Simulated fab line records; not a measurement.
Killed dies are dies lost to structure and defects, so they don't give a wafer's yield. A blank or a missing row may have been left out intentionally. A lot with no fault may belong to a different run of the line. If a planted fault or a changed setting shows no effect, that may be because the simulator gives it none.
Struck lot and sound lot, side by side ; flow nand-harc ; 13 out of 1159 route steps
Sound: these wafers, L141.2, L141.4, L141.6. Wafers L149.3, L149.4 were the ones struck. At the end, the cause is stated.
Per side, at each step with rows, come the tool, then ch with its chambers, and then its first start. Under that, the readings that differ: sound wafers ; struck wafers ; difference of the means ; sigmas: that difference in standard deviations of wafers without a fault.
alike: readings whose means differ by less than 2 such deviations, and words and numbers that are the same on both sides. not compared: withheld readings, readings that some wafer has no value for, bounds like >300 that may hide the same value, and numbers for which the record gives no deviation and whose values overlap.
A row with sigmas, a row that says differs or no value, or rows on one side alone: a step with any of these is where the two part. Numbers that have no deviation but don't overlap get no sigmas and don't part them. A reading missing from all wafers of one side parts the sides only when that side holds two or more wafers.

first, 1 step without rows for these wafers: NHARC_A_SLIT_SRD_20.
NHARC_A_SLIT_CD_MEAS_21:
  sound on cd-sem-03, day 16 18:57; struck on cd-sem-02, day 18 18:05
  alike: cd-nm
then, 3 steps without rows for these wafers: NHARC_A_SIN_REMOVE_WET_00 (chemistry H3PO4, time 15300 s); NHARC_A_SIN_REMOVE_PRECLEAN_01 (cleans in SC1); NHARC_A_SIN_REMOVE_SRD_02.
NHARC_A_SIN_REMOVE_INSPECT_04:
  sound on defect-inspect-02, day 17 02:41; struck on defect-inspect-02, day 19 01:03
  alike: raw-defect-count
NHARC_A_WL_FILL_ALD_00: deposits Al2O3, target thk 3 nm, pulse time 3 s, ald cycles 30.
  sound on ald-hk-02 ch 2,3, day 17 02:45; struck on ald-hk-04 ch 0,2, day 19 01:08
  alike: heater-power-w, precursor-pulse-height-rel
NHARC_A_WL_FILL_RTA_01: time 5 s.
  sound on rtp-anneal-02 ch 0, day 17 03:02; struck on rtp-anneal-01 ch 0, day 19 01:35
reading;sound;struck;difference;sigmas
lamp-power-pct (%);31.4 31.4 31.4;35.0 34.9;+3.6;+2
  alike: wafer_temp_C_max
NHARC_A_WL_FILL_ALD_02: deposits TiN, target thk 2 nm, pulse time 3 s, ald cycles 100.
  sound on ald-metal-03 ch 0,2, day 17 03:20; struck on ald-metal-04 ch 1,3, day 19 01:47
  alike: heater-power-w, precursor-pulse-height-rel
NHARC_A_WL_FILL_CVD_03: deposits W, target thk 40 nm, time 3302 s.
  sound on cvd-w-01 ch 0,1, day 17 17:10; struck on cvd-w-01 ch 0,1, day 19 06:39
  alike: heater-power-w, throttle-valve-pct
NHARC_A_WL_FILL_ETCHBACK_04: etches the open film in NF3, target depth 60 nm, time 120 s.
  sound on rie-metal-02 ch 1, day 17 20:26; struck on rie-metal-03 ch 0,1, day 19 09:05
reading;sound;struck;difference;sigmas
run-length-s (s);141.1 140.8 141.4;156.3 155.4;+14.8;+31
  alike: drypump-motor-current-A, oes-product-au
  not compared: rf-hours-counter-h
NHARC_A_WL_FILL_ETCHBACK_05: etches the open film in Cl2/BCl3, target depth 22 nm, time 60 s.
  sound on rie-metal-02 ch 0, day 17 20:40; struck on rie-metal-03 ch 0,1, day 19 09:17
  alike: drypump-motor-current-A, oes-product-au, run-length-s, temp-c
  not compared: rf-hours-counter-h
-- break in the record here, with 5 days between the starts of the struck wafers on either side (left off in module A_WL_FILL, picked up again in module END, where the first step shown is number 1159 on the route) --
NHARC_END_SORT_01:
  the record has rows for the struck wafers here (prober-02 ch 0, day 23 22:22) and none for the sound ones

## WHERE THEY PART
Last at NHARC_END_SORT_01 as far as this record goes, first at NHARC_A_WL_FILL_RTA_01.

WHY: whatever the simulator had introduced
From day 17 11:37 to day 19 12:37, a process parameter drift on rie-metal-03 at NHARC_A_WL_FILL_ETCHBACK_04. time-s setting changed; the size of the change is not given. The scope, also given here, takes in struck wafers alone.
